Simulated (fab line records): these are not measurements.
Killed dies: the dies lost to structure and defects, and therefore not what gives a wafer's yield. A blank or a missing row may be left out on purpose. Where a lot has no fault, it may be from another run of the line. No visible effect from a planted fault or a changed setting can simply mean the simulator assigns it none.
Matching of chambers -- flow n5-finfet -- N5_BEOL_M10_ALD_74 on ald-metal-01: 4 sister chambers
The step deposits TaN, target thk 2 nm, pulse time 2 s, purge time 3 s. 18 wafers are shown with their chamber, then 9 later ones without.

EACH WAFER AND ITS CHAMBER
wafer,chamber,heater-power-w (W)
L076.1,3,465
L076.2,2,390
L076.5,2,394
L077.1,2,383
L077.2,0,303
L077.3,1,321
L077.4,3,465
L077.5,2,382
L077.6,1,313
L081.1,2,390
L081.2,3,450
L081.6,0,309
L090.2,3,452
L090.3,0,313
L090.5,2,394
L091.1,0,314
L091.4,2,388
L091.5,3,458

SIGNATURES (means of the wafers above)
reading,chamber 0,chamber 1,chamber 2,chamber 3,scatter within a chamber
heater-power-w,309.75,317.00,388.71,458.00,5.62
Rule: a wafer lies at a distance from a chamber equal to the root of the sum of squares, over the readings, of (its reading less the chamber's mean, divided by the reading's scatter). If the next closest chamber is less than 2 further off than the closest, the wafer can't be placed; otherwise it belongs to the closest. The scatter: take each reading less its chamber's mean, square it, sum over the shown wafers, divide by the number of wafers less the number of chambers, and take the root.

WAFERS WITHOUT THEIR CHAMBER
wafer,heater-power-w (W)
L094.1,460
L094.4,320
L094.5,465
L093.3,389
L093.5,454
L093.6,391
L096.1,312
L096.2,467
L096.4,327

EACH ONE'S CHAMBER
wafer,from the rows above,in truth
L094.1,3,3
L094.4,can't be placed: 1 or 0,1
L094.5,3,3
L093.3,2,2
L093.5,3,3
L093.6,2,2
L096.1,can't be placed: 0 or 1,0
L096.2,3,3
L096.4,can't be placed: 1 or 0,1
Correct placement for 6 of the 9. Not placeable from these rows: 3 (in 3, the candidates include the true chamber). Number placed wrongly: 0.
